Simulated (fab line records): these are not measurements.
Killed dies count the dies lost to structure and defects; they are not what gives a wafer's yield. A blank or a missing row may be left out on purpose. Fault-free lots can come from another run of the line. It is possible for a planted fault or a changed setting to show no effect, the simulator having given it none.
Which tool did it? | flow n5 finfet | 22 lots with 66 wafers sampled at 6 steps, on a route of 1938 steps

## WHAT THE GAUGES READ, wafer by wafer
Not one reading of a measure or inspect step in the record can be checked against a usual standard deviation.

## EACH LOT AND THE TOOL THAT RAN IT (in order: tool; ch and the chambers of the sampled wafers; start)
lot  | N5_BEOL_M0_SAQP_RECESS_114         | N5_BEOL_M0_SAQP_MANDREL_ETCH_103 | N5_BEOL_M0_SAQP_ETCH_107           | N5_BEOL_M0_ANNEAL_117        | N5_BEOL_M1_PECVD_72             | N5_BEOL_M1_ETCH_74
L074 | vapor etch-01 ch 1, day 5 16:13    | rie si-02 ch 1,3, day 5 17:32    | rie diel-02 ch 0,1,3, day 5 18:14  | pvd sputter-03, day 6 08:29  | pecvd-01 ch 1,2, day 6 09:59    | rie diel-02 ch 0,1,3, day 6 11:13
L076 | vapor etch-01 ch 0,1, day 5 21:09  | rie si-04 ch 0,2,3, day 5 22:18  | rie diel-02 ch 2,3, day 5 22:56    | pvd sputter-03, day 6 07:57  | pecvd-04 ch 0,1,2, day 6 09:34  | rie diel-03 ch 2,3, day 6 10:59
L078 | vapor etch-02 ch 0,1, day 6 14:47  | rie si-05 ch 0,1,3, day 6 16:01  | rie diel-06 ch 2,3, day 6 16:37    | pvd sputter-02, day 7 01:00  | pecvd-03 ch 0,1,2, day 7 02:32  | rie diel-02 ch 1,2,3, day 7 03:31
L079 | vapor etch-02 ch 0,1, day 6 19:38  | rie si-04 ch 0,1,3, day 6 20:53  | rie diel-03 ch 1,3, day 6 21:28    | pvd sputter-03, day 7 03:53  | pecvd-03 ch 0,1,2, day 7 05:38  | rie diel-03 ch 0,3, day 7 07:53
L080 | vapor etch-01 ch 0,1, day 7 02:14  | rie si-05 ch 0,3, day 7 03:20    | rie diel-06 ch 0,2, day 7 04:04    | pvd sputter-02, day 7 10:46  | pecvd-03 ch 0,1, day 7 12:23    | rie diel-03 ch 2,3, day 7 14:50
L081 | vapor etch-02 ch 0,1, day 7 08:49  | rie si-04 ch 0,3, day 7 10:20    | rie diel-06 ch 0,2,3, day 7 10:55  | pvd sputter-01, day 7 18:11  | pecvd-04 ch 0,1, day 7 19:53    | rie diel-06 ch 1,2,3, day 7 21:16
L082 | vapor etch-01 ch 0,1, day 7 09:55  | rie si-04 ch 0,1,3, day 7 12:05  | rie diel-06 ch 0,2,3, day 7 12:40  | pvd sputter-01, day 7 19:44  | pecvd-01 ch 0,1,2, day 7 21:14  | rie diel-02 ch 0,1,2, day 7 22:37
L083 | vapor etch-01 ch 0,1, day 7 14:48  | rie si-05 ch 1,2,3, day 7 16:07  | rie diel-06 ch 2,3, day 7 16:43    | pvd sputter-01, day 7 23:02  | pecvd-04 ch 0,1,2, day 8 00:35  | rie diel-03 ch 1,3, day 8 02:35
L084 | vapor etch-02 ch 0,1, day 7 23:01  | rie si-05 ch 0,1,2, day 8 00:19  | rie diel-06 ch 0,2,3, day 8 00:54  | pvd sputter-02, day 8 08:20  | pecvd-01 ch 1,2, day 8 10:28    | rie diel-06 ch 0,1,3, day 8 11:25
L085 | vapor etch-01 ch 0,1, day 8 07:02  | rie si-04 ch 1,2,3, day 8 08:31  | rie diel-02 ch 1,3, day 8 09:05    | pvd sputter-02, day 8 19:20  | pecvd-03 ch 0,1, day 8 21:06    | rie diel-02 ch 0,3, day 8 22:59
L086 | vapor etch-02 ch 0,1, day 8 19:09  | rie si-02 ch 1,2, day 8 20:53    | rie diel-06 ch 0,2,3, day 8 21:43  | pvd sputter-01, day 9 04:13  | pecvd-01 ch 1,2, day 9 08:38    | rie diel-02 ch 1,2,3, day 9 11:16
L088 | vapor etch-01 ch 0,1, day 9 02:38  | rie si-05 ch 0,1,2, day 9 05:09  | rie diel-02 ch 0,3, day 9 05:44    | pvd sputter-01, day 9 11:32  | pecvd-03 ch 0,2, day 9 17:00    | rie diel-03 ch 0,2,3, day 9 18:36
L087 | vapor etch-02 ch 0,1, day 9 05:56  | rie si-02 ch 0,1,2, day 9 07:30  | rie diel-02 ch 0,1,3, day 9 08:05  | pvd sputter-02, day 9 16:02  | pecvd-01 ch 0,1, day 9 20:13    | rie diel-03 ch 1,2,3, day 9 21:49
L089 | vapor etch-02 ch 0,1, day 9 13:54  | rie si-04 ch 0,1,2, day 9 15:49  | rie diel-02 ch 0,1,3, day 9 16:24  | pvd sputter-02, day 9 22:37  | pecvd-01 ch 0,1, day 10 00:38   | rie diel-03 ch 0,2,3, day 10 02:09
L090 | vapor etch-01 ch 0,1, day 9 19:44  | rie si-02 ch 0,3, day 9 21:09    | rie diel-06 ch 0,2, day 9 21:45    | pvd sputter-02, day 10 04:46 | pecvd-03 ch 1,2, day 10 06:28   | rie diel-06 ch 1,2, day 10 07:20
L091 | vapor etch-01 ch 0,1, day 9 23:05  | rie si-05 ch 0,3, day 10 00:23   | rie diel-06 ch 0,3, day 10 00:58   | pvd sputter-02, day 10 05:56 | pecvd-01 ch 1,2, day 10 07:39   | rie diel-03 ch 0,2, day 10 09:55
L092 | vapor etch-01 ch 0,1, day 10 06:58 | rie si-02 ch 0,3, day 10 08:13   | rie diel-02 ch 0,2,3, day 10 08:48 | pvd sputter-02, day 10 18:34 | pecvd-01 ch 0,2, day 10 20:08   | rie diel-02 ch 0,2, day 10 20:45
L093 | vapor etch-02 ch 0,1, day 10 11:13 | rie si-05 ch 0,2,3, day 10 12:27 | rie diel-02 ch 0,2,3, day 10 13:02 | pvd sputter-02, day 10 20:40 | pecvd-01 ch 0,1,2, day 10 22:20 | rie diel-03 ch 0,1, day 11 00:50
L094 | vapor etch-02 ch 0,1, day 10 12:59 | rie si-02 ch 0,1, day 10 14:17   | rie diel-03 ch 0,1,3, day 10 14:53 | pvd sputter-03, day 10 20:33 | pecvd-01 ch 0,2, day 10 22:06   | rie diel-06 ch 0,1,2, day 11 00:43
L095 | vapor etch-01 ch 0,1, day 10 17:33 | rie si-02 ch 0,2,3, day 10 19:30 | rie diel-03 ch 1,2,3, day 10 20:09 | pvd sputter-03, day 11 01:38 | pecvd-03 ch 1,2, day 11 04:09   | rie diel-03 ch 0,2, day 11 05:03
L096 | vapor etch-01 ch 0, day 11 04:59   | rie si-02 ch 0,2, day 11 06:28   | rie diel-03 ch 1,2, day 11 07:04   | pvd sputter-01, day 11 15:01 | pecvd-03 ch 1,2, day 11 16:52   | rie diel-06 ch 0,3, day 11 17:35
L097 | vapor etch-02 ch 0,1, day 11 09:38 | rie si-02 ch 0,1, day 11 10:45   | rie diel-06 ch 0,1,2, day 11 11:20 | pvd sputter-01, day 11 19:02 | pecvd-04 ch 0,1,2, day 11 20:35 | rie diel-02 ch 0,1, day 11 21:11
- N5_BEOL_M0_SAQP_RECESS_114: chemistry HF/NH3, target SiO2, target depth 14.4 nm, afs cycles 3, sublimation time 60 s.
- N5_BEOL_M0_SAQP_MANDREL_ETCH_103: etches a-Si in HBr/Cl2, stops on SiCN, target depth 45 nm, bt time 10 s, time 27 s.
- N5_BEOL_M0_SAQP_ETCH_107: etches SiNx in CH3F/O2, target depth 30 nm.
- N5_BEOL_M0_ANNEAL_117: time 60 s.
- N5_BEOL_M1_PECVD_72: deposits SiO2 from TEOS/O2, target thk 16 nm, time 18 s.
- N5_BEOL_M1_ETCH_74: etches underlayer in N2/H2, target depth 6.5 nm, time 5.2 s.

## AS READ BY THE TOOLS THEMSELVES (means over the sampled wafers that have a number; for cases with no such wafer, the mark the record gives instead)
N5_BEOL_M0_SAQP_RECESS_114. Usual: drypump motor current A 5.9 A, standard deviation 0.35; temp c 29.99 C, standard deviation 0.12.
lot  | tool          | drypump motor current A (A) | temp c (C) | flag
L074 | vapor etch-01 | 6.3                         | 29.93      |
L076 | vapor etch-01 | 6.0                         | 29.91      |
L078 | vapor etch-02 | 6.0                         | 29.92      |
L079 | vapor etch-02 | 5.9                         | 30.02      |
L080 | vapor etch-01 | 5.7                         | 30.08      |
L081 | vapor etch-02 | 6.0                         | 29.89      |
L082 | vapor etch-01 | 6.0                         | 29.96      |
L083 | vapor etch-01 | 6.0                         | 30.02      |
L084 | vapor etch-02 | 5.9                         | 29.77      |
L085 | vapor etch-01 | 6.0                         | 30.09      |
L086 | vapor etch-02 | 6.0                         | 30.05      |
L088 | vapor etch-01 | 6.1                         | 30.01      |
L087 | vapor etch-02 | 5.9                         | 30.00      |
L089 | vapor etch-02 | 6.0                         | 30.06      |
L090 | vapor etch-01 | 6.0                         | 30.04      |
L091 | vapor etch-01 | 6.0                         | 30.04      |
L092 | vapor etch-01 | 6.0                         | 29.98      |
L093 | vapor etch-02 | 6.1                         | 30.09      |
L094 | vapor etch-02 | 6.0                         | 29.97      |
L095 | vapor etch-01 | 5.7                         | 30.11      |
L096 | vapor etch-01 | 5.5                         | 30.06      |
L097 | vapor etch-02 | 5.9                         | 30.06      |

N5_BEOL_M0_SAQP_MANDREL_ETCH_103. Usual: drypump motor current A 5.7 A, standard deviation 0.35; oes product au 0.683 a.u., standard deviation 0.013; rf fwd power W 794.2 W, standard deviation 2.8; throttle valve pct 35.5 %, standard deviation 0.37.
lot  | tool      | drypump motor current A (A) | oes product au (a.u.) | rf fwd power W (W) | throttle valve pct (%) | flag
L074 | rie si-02 | 5.6                         | 0.685                 | 796.3              | 35.5                   |
L076 | rie si-04 | 5.8                         | 0.699                 | 794.4              | 35.4                   |
L078 | rie si-05 | 5.7                         | 0.674                 | 794.7              | 35.7                   |
L079 | rie si-04 | 6.0                         | 0.687                 | 793.9              | 35.5                   |
L080 | rie si-05 | 5.9                         | 0.675                 | 795.2              | 35.5                   |
L081 | rie si-04 | 5.6                         | 0.688                 | 795.6              | 35.4                   |
L082 | rie si-04 | 6.0                         | 0.693                 | 793.0              | 35.5                   |
L083 | rie si-05 | 5.5                         | 0.676                 | 793.4              | 35.7                   |
L084 | rie si-05 | 5.5                         | 0.685                 | 792.6              | 35.5                   |
L085 | rie si-04 | 6.1                         | 0.687                 | 795.1              | 35.4                   |
L086 | rie si-02 | 5.8                         | 0.670                 | 795.0              | 35.6                   |
L088 | rie si-05 | 5.5                         | 0.681                 | 795.9              | 35.5                   |
L087 | rie si-02 | 5.7                         | 0.675                 | 793.4              | 35.7                   |
L089 | rie si-04 | 6.0                         | 0.693                 | 793.5              | 35.2                   |
L090 | rie si-02 | 5.4                         | 0.689                 | 795.0              | 35.6                   |
L091 | rie si-05 | 5.9                         | 0.671                 | 792.2              | 35.6                   |
L092 | rie si-02 | 5.4                         | 0.694                 | 795.3              | 35.2                   |
L093 | rie si-05 | 5.6                         | 0.674                 | 795.6              | 35.5                   |
L094 | rie si-02 | 5.6                         | 0.681                 | 795.0              | 35.9                   |
L095 | rie si-02 | 5.5                         | 0.685                 | 795.8              | 35.4                   |
L096 | rie si-02 | 5.6                         | 0.681                 | 795.9              | 35.8                   |
L097 | rie si-02 | 5.6                         | 0.675                 | 795.7              | 35.9                   |

N5_BEOL_M0_SAQP_ETCH_107. Usual: drypump motor current A 5.8 A, standard deviation 0.45; oes product au 0.82 a.u., standard deviation 0.096; rf fwd power W 390.7 W, standard deviation 1.4; rf vpp V 301 V, standard deviation 8.9; showerhead plenum p Torr 2.01 Torr, standard deviation 0.063; throttle valve pct 16.32 %, standard deviation 0.24.
lot  | tool        | drypump motor current A (A) | oes product au (a.u.) | rf fwd power W (W) | rf vpp V (V) | showerhead plenum p Torr (Torr) | throttle valve pct (%) | flag
L074 | rie diel-02 | 6.1                         | 0.80                  | 390.2              | 300          | 2.02                            | 16.12                  |
L076 | rie diel-02 | 5.6                         | 0.82                  | 391.0              | 293          | 1.97                            | 16.33                  |
L078 | rie diel-06 | 5.4                         | 0.86                  | 389.6              | 306          | 2.08                            | 16.26                  |
L079 | rie diel-03 | 5.7                         | 0.71                  | 390.9              | 298          | 2.02                            | 16.57                  |
L080 | rie diel-06 | 5.8                         | 0.81                  | 392.0              | 298          | 2.02                            | 16.54                  |
L081 | rie diel-06 | 5.6                         | 0.84                  | 390.9              | 301          | 2.05                            | 16.40                  |
L082 | rie diel-06 | 5.6                         | 0.83                  | 391.0              | 301          | 2.05                            | 16.40                  |
L083 | rie diel-06 | 5.3                         | 0.79                  | 389.2              | 309          | 2.04                            | 16.44                  |
L084 | rie diel-06 | 5.6                         | 0.82                  | 390.6              | 302          | 2.05                            | 16.41                  |
L085 | rie diel-02 | 5.7                         | 0.83                  | 389.8              | 299          | 1.97                            | 16.14                  |
L086 | rie diel-06 | 5.6                         | 0.82                  | 389.7              | 302          | 2.05                            | 16.44                  |
L088 | rie diel-02 | 5.6                         | 0.78                  | 390.0              | 290          | 1.99                            | 16.20                  |
L087 | rie diel-02 | 6.0                         | 0.77                  | 390.3              | 301          | 2.01                            | 16.18                  |
L089 | rie diel-02 | 6.0                         | 0.77                  | 392.2              | 301          | 2.01                            | 16.18                  |
L090 | rie diel-06 | 5.8                         | 0.79                  | 390.8              | 298          | 2.01                            | 16.58                  |
L091 | rie diel-06 | 5.8                         | 0.84                  | 389.9              | 297          | 2.06                            | 16.42                  |
L092 | rie diel-02 | 5.9                         | 0.82                  | 390.6              | 295          | 2.00                            | 16.24                  |
L093 | rie diel-02 | 5.9                         | 0.81                  | 391.1              | 295          | 2.00                            | 16.24                  |
L094 | rie diel-03 | 5.9                         | 0.78                  | 390.8              | 301          | 1.97                            | 16.35                  |
L095 | rie diel-03 | 6.0                         | 0.77                  | 390.4              | 300          | 2.00                            | 16.46                  |
L096 | rie diel-03 | 5.9                         | 0.79                  | 390.2              | 295          | 1.95                            | 16.48                  |
L097 | rie diel-06 | 5.6                         | 0.82                  | 390.7              | 301          | 1.99                            | 16.45                  |

N5_BEOL_M0_ANNEAL_117. Usual: heater power w reads 821 W (standard deviation 59).
lot  | tool           | heater power w (W) | flag
L074 | pvd sputter-03 | 737                |
L076 | pvd sputter-03 | 781                |
L078 | pvd sputter-02 | 817                |
L079 | pvd sputter-03 | 758                |
L080 | pvd sputter-02 | 839                |
L081 | pvd sputter-01 | 861                |
L082 | pvd sputter-01 | 832                |
L083 | pvd sputter-01 | 847                |
L084 | pvd sputter-02 | 817                |
L085 | pvd sputter-02 | 911                |
L086 | pvd sputter-01 | 813                |
L088 | pvd sputter-01 | 843                |
L087 | pvd sputter-02 | 858                |
L089 | pvd sputter-02 | 850                |
L090 | pvd sputter-02 | 859                |
L091 | pvd sputter-02 | 827                |
L092 | pvd sputter-02 | 850                |
L093 | pvd sputter-02 | 786                |
L094 | pvd sputter-03 | 780                |
L095 | pvd sputter-03 | 743                |
L096 | pvd sputter-01 | 821                |
L097 | pvd sputter-01 | 856                |

N5_BEOL_M1_PECVD_72. Usual: heater power w 671 W, standard deviation 71; rf fwd power W 444.7 W, standard deviation 2.1; showerhead plenum p Torr 8.78 Torr, standard deviation 0.065; throttle valve pct 22.4 %, standard deviation 1.1.
lot  | tool     | heater power w (W) | rf fwd power W (W) | showerhead plenum p Torr (Torr) | throttle valve pct (%) | flag
L074 | pecvd-01 | 633                | 444.3              | 8.77                            | 21.8                   |
L076 | pecvd-04 | 695                | 443.8              | 8.75                            | 22.7                   |
L078 | pecvd-03 | 711                | 445.6              | 8.76                            | 22.9                   |
L079 | pecvd-03 | 666                | 444.9              | 8.76                            | 23.0                   |
L080 | pecvd-03 | 674                | 446.3              | 8.71                            | 23.2                   |
L081 | pecvd-04 | 744                | 445.3              | 8.77                            | 24.0                   |
L082 | pecvd-01 | 633                | 444.7              | 8.79                            | 21.9                   |
L083 | pecvd-04 | 745                | 443.4              | 8.77                            | 23.0                   |
L084 | pecvd-01 | 598                | 444.9              | 8.78                            | 22.0                   |
L085 | pecvd-03 | 734                | 445.1              | 8.71                            | 23.9                   |
L086 | pecvd-01 | 607                | 444.7              | 8.81                            | 22.1                   |
L088 | pecvd-03 | 746                | 443.6              | 8.82                            | 22.7                   |
L087 | pecvd-01 | 612                | 444.8              | 8.83                            | 21.5                   |
L089 | pecvd-01 | 671                | 445.1              | 8.82                            | 21.6                   |
L090 | pecvd-03 | 679                | 443.1              | 8.82                            | 22.0                   |
L091 | pecvd-01 | 642                | 447.7              | 8.81                            | 22.1                   |
L092 | pecvd-01 | 661                | 443.7              | 8.77                            | 21.6                   |
L093 | pecvd-01 | 641                | 444.9              | 8.79                            | 22.0                   |
L094 | pecvd-01 | 639                | 444.3              | 8.80                            | 21.6                   |
L095 | pecvd-03 | 663                | 445.1              | 8.76                            | 22.4                   |
L096 | pecvd-03 | 746                | 445.4              | 8.83                            | 22.0                   |
L097 | pecvd-04 | 744                | 442.9              | 8.77                            | 22.9                   |

N5_BEOL_M1_ETCH_74. Usual: drypump motor current A 5.9 A, standard deviation 0.46; etch rf on time s 5.31 s, standard deviation 0.19; h2 flow sccm 200.0 sccm, standard deviation 0.61; oes product au 0.68 a.u., standard deviation 0.087; rf fwd power W 818.8 W, standard deviation 2.5; rf vpp V 524.0 V, standard deviation 2.4; showerhead plenum p Torr 2.55 Torr, standard deviation 0.073; throttle valve pct 17.8 %, standard deviation 0.33.
lot  | tool        | drypump motor current A (A) | etch rf on time s (s) | h2 flow sccm (sccm) | oes product au (a.u.) | rf fwd power W (W) | rf vpp V (V) | showerhead plenum p Torr (Torr) | throttle valve pct (%) | flag
L074 | rie diel-02 | 6.0                         | 5.29                  | 199.6               | 0.67                  | 819.4              | 524.3        | 2.55                            | 17.5                   |
L076 | rie diel-03 | 6.0                         | 5.57                  | 200.3               | 0.57                  | 817.4              | 526.3        | 2.61                            | 18.0                   |
L078 | rie diel-02 | 6.0                         | 5.33                  | 199.3               | 0.67                  | 819.4              | 524.1        | 2.53                            | 17.9                   |
L079 | rie diel-03 | 5.9                         | 5.40                  | 200.1               | 0.58                  | 819.3              | 525.4        | 2.59                            | 18.0                   |
L080 | rie diel-03 | 6.3                         | 5.37                  | 199.6               | 0.75                  | 820.2              | 525.9        | 2.60                            | 17.6                   |
L081 | rie diel-06 | 5.4                         | 5.29                  | 199.7               | 0.74                  | 819.0              | 524.3        | 2.58                            | 17.8                   |
L082 | rie diel-02 | 6.3                         | 5.35                  | 199.8               | 0.62                  | 820.0              | 524.9        | 2.57                            | 17.9                   |
L083 | rie diel-03 | 5.7                         | 5.47                  | 199.1               | 0.59                  | 819.7              | 523.9        | 2.55                            | 18.0                   |
L084 | rie diel-06 | 5.7                         | 5.09                  | 200.3               | 0.76                  | 817.4              | 525.6        | 2.60                            | 17.7                   |
L085 | rie diel-02 | 5.9                         | 5.35                  | 200.2               | 0.62                  | 822.9              | 525.5        | 2.56                            | 17.5                   |
L086 | rie diel-02 | 6.0                         | 5.29                  | 199.8               | 0.74                  | 816.5              | 521.8        | 2.52                            | 17.7                   |
L088 | rie diel-03 | 6.2                         | 5.36                  | 200.8               | 0.71                  | 817.6              | 524.6        | 2.56                            | 17.6                   |
L087 | rie diel-03 | 6.0                         | 5.34                  | 200.0               | 0.65                  | 819.3              | 525.0        | 2.53                            | 17.8                   |
L089 | rie diel-03 | 6.2                         | 5.40                  | 199.5               | 0.71                  | 817.2              | 524.1        | 2.56                            | 17.6                   |
L090 | rie diel-06 | 5.5                         | 5.13                  | 199.6               | 0.74                  | 817.7              | 523.3        | 2.52                            | 17.9                   |
L091 | rie diel-03 | 6.3                         | 5.21                  | 199.6               | 0.79                  | 818.7              | 524.2        | 2.52                            | 17.4                   |
L092 | rie diel-02 | 6.2                         | 5.20                  | 200.0               | 0.72                  | 816.5              | 523.8        | 2.55                            | 17.9                   |
L093 | rie diel-03 | 5.8                         | 5.23                  | 200.3               | 0.69                  | 818.1              | 521.7        | 2.43                            | 17.8                   |
L094 | rie diel-06 | 5.6                         | 5.31                  | 200.9               | 0.70                  | 820.2              | 522.5        | 2.54                            | 18.0                   |
L095 | rie diel-03 | 6.5                         | 5.31                  | 200.2               | 0.76                  | 818.7              | 523.6        | 2.55                            | 17.4                   |
L096 | rie diel-06 | 5.8                         | 5.18                  | 200.0               | 0.70                  | 817.9              | 525.6        | 2.61                            | 17.9                   |
L097 | rie diel-02 | 6.4                         | 5.34                  | 200.5               | 0.59                  | 819.3              | 524.9        | 2.58                            | 17.5                   |

## THE ANSWER, worked out from the rows above alone
Rule: take the mean of a lot's wafers that have a number; if it is more than 3 standard deviations from the usual mean, the lot is off. A lot without any number at a reading at which 4 lots or more have one is off too. All remaining lots with rows at the step are treated as sound. The gauges are gone through in route order, then the tools' own readings, and for those a lot's mean is taken as printed above. At the first step where some lot is off, the reading lying furthest off is the one used; lots without a number count as furthest.
None of the lots is off at any reading shown; this tells nothing.

## WHAT THE SIMULATOR PUT IN
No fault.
